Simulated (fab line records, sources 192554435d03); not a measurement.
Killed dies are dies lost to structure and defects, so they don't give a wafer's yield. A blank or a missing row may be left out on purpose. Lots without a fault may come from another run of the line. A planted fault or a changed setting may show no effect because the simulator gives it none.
Split-lot experiment | flow n5_finfet | 7 lots, 21 wafers read, on a route of 1938 steps

THE SPLIT
At N5_PMOS_HMC_CHANNEL_EPI_ETCH_32 (etches BARC in N2/H2, stops on SiO2, target depth 85.8 nm, time 50.3 s), the setting bias_w was moved away from the recipe's 150 W on 8 of the 21 wafers read, by -8.3% to +17.1%. The other wafers ran this setting at the recipe's value.

The reading is taken at the split's own step.

THE READING
rf_vpp_V, in V, at N5_PMOS_HMC_CHANNEL_EPI_ETCH_32 (etches BARC in N2/H2, stops on SiO2, target depth 85.8 nm, time 50.3 s). Fault-free wafers of this fab line usually give 523.0 V, standard deviation 2.6 V.

wafer  | tool, chamber at the split | bias_w as run, W | against the recipe | rf_vpp_V, V | against lot-mates on the recipe
L080.1 | rie_diel-04, 1             | 150              | recipe             | 520.5       | -
L080.2 | rie_diel-04, 3             | 137.5            | -8.3%              | 495.7       | -24.4
L080.5 | rie_diel-04, 2             | 150              | recipe             | 519.7       | -
L087.1 | rie_diel-05, 0             | 150              | recipe             | 523.4       | -
L087.2 | rie_diel-05, 3             | 150              | recipe             | 521.3       | -
L087.4 | rie_diel-05, 1             | 150              | recipe             | 522.7       | -
L090.1 | rie_diel-05, 2             | 175.6            | +17.1%             | 582.7       | +59.5
L090.5 | rie_diel-05, 0             | 150              | recipe             | 523.2       | -
L090.6 | rie_diel-05, 1             | 175.6            | +17.1%             | 576.6       | +53.4
L091.1 | rie_diel-05, 0             | 150              | recipe             | 523.3       | -
L091.5 | rie_diel-05, 3             | 157.4            | +4.9%              | 536.9       | +11.1
L091.6 | rie_diel-05, 2             | 150              | recipe             | 528.3       | -
L093.1 | rie_diel-03, 1             | 150              | recipe             | 520.9       | -
L093.2 | rie_diel-03, 0             | 150              | recipe             | 524.9       | -
L093.5 | rie_diel-03, 2             | 150              | recipe             | 525.7       | -
L095.1 | rie_diel-04, 2             | 140.3            | -6.5%              | 498.1       | -23.6
L095.3 | rie_diel-04, 1             | 140.3            | -6.5%              | 499.5       | -22.2
L095.6 | rie_diel-04, 1             | 150              | recipe             | 521.7       | -
L096.1 | rie_diel-05, 0             | 172.8            | +15.2%             | 572.1       | +43.0
L096.3 | rie_diel-05, 2             | 150              | recipe             | 529.1       | -
L096.6 | rie_diel-05, 0             | 172.8            | +15.2%             | 571.0       | +41.9

THE FIT
A straight line over all 21 wafers: rf_vpp_V changes by +3.3 V for each +1% of bias_w; r = +0.99; the points scatter about the line by 2.8 V.
The same after taking each lot's own level away (the mean of its wafers on the recipe; 21 wafers): +3.11 V for each +1%; r = +0.99; scatter 2.8 V.
On that fit, the largest move of bias_w shifts the reading by 53 V.
The lots' own levels span 520.10 to 529.10 V, that is 3.5 times the standard deviation above.
So the lot-to-lot level changes the slope little: the two slopes agree.
Check: with one of the wafers moved furthest among these (+17.1%) left out of the fit, the line predicts +50.2 V for it against its lot-mates. It came out at +59.5 V against them.
Tool readings at the split's step, against how far the setting was moved: rf_vpp_V r = +0.99.

OTHER SPLITS ON THESE WAFERS
These wafers also went through other splits before the reading. Each is held against what the fit with the lots' levels taken away leaves over:
other split on the same wafers            | wafers away from the commonest value | r with rf_vpp_V (lot level and that fit taken away)
N5_PMOS_HMC_CHANNEL_EPI_PEB_07 peb_temp_c | 9                                    | +0.13

THE FILE'S OWN FIT
rf_vpp_V changes by +3.06 V for each +1% of bias_w, r = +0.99.
